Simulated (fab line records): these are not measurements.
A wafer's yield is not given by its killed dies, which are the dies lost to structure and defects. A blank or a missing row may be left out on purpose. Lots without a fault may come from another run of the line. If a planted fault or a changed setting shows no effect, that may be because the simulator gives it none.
What tool caused it? :: flow nand_harc :: 36 wafers sampled from 12 lots at 1 step of a route of 1302

== WHAT THE GAUGES SHOWED, per wafer ==
NHARC_A_ONON_D1_THK_MEAS_14: measures by ellipsometry.
lot: L075
measured: day 8 13:03
on: film_metro-01
thk_nm (nm): 996 994 995

lot: L078
measured: day 9 09:53
on: film_metro-02
thk_nm (nm): 994 994 994

lot: L079
measured: day 9 23:37
on: film_metro-02
thk_nm (nm): 994 994 994

lot: L080
measured: day 10 19:08
on: film_metro-02
thk_nm (nm): 998 1001 1000

lot: L083
measured: day 11 20:46
on: film_metro-02
thk_nm (nm): 1012 1014 1012

lot: L085
measured: day 12 18:53
on: film_metro-01
thk_nm (nm): 1005 1006 1005

lot: L086
measured: day 13 03:44
on: film_metro-01
thk_nm (nm): 995 998 997

lot: L089
measured: day 13 21:53
on: film_metro-02
thk_nm (nm): 1000 1000 1000

lot: L091
measured: day 15 01:15
on: film_metro-02
thk_nm (nm): 1024 1022 1020

lot: L093
measured: day 15 17:41
on: film_metro-01
thk_nm (nm): 987 989 989

lot: L095
measured: day 17 07:07
on: film_metro-02
thk_nm (nm): 991 990 992

lot: L097
measured: day 17 22:05
on: film_metro-02
thk_nm (nm): 980 979 981

== TOOL THAT RAN EACH LOT (tool first, then ch and the chambers of the sampled wafers, then the start) ==
The record shows no process step preceding these readings.

== THE ANSWER, worked out from the rows above alone ==
Rule: what is usual is taken from the lots themselves. The widest of any qualifying gaps counts: lots, ordered by their means at a reading, are off when they make up no more than a third of the lots, leave a main group of 4 or more, and stand apart from it by 3 or more times the standard deviation of that group's means. A main group whose means are all the same, to the digits that the tables above print for the reading, isn't used. Also off: a lot with no number at a reading for which 4 or more lots have one. The other lots that the step has rows for count as sound.
No lot is off on any of the readings shown, so nothing can be concluded from this.

== WHAT THE SIMULATOR HAD PUT IN ==
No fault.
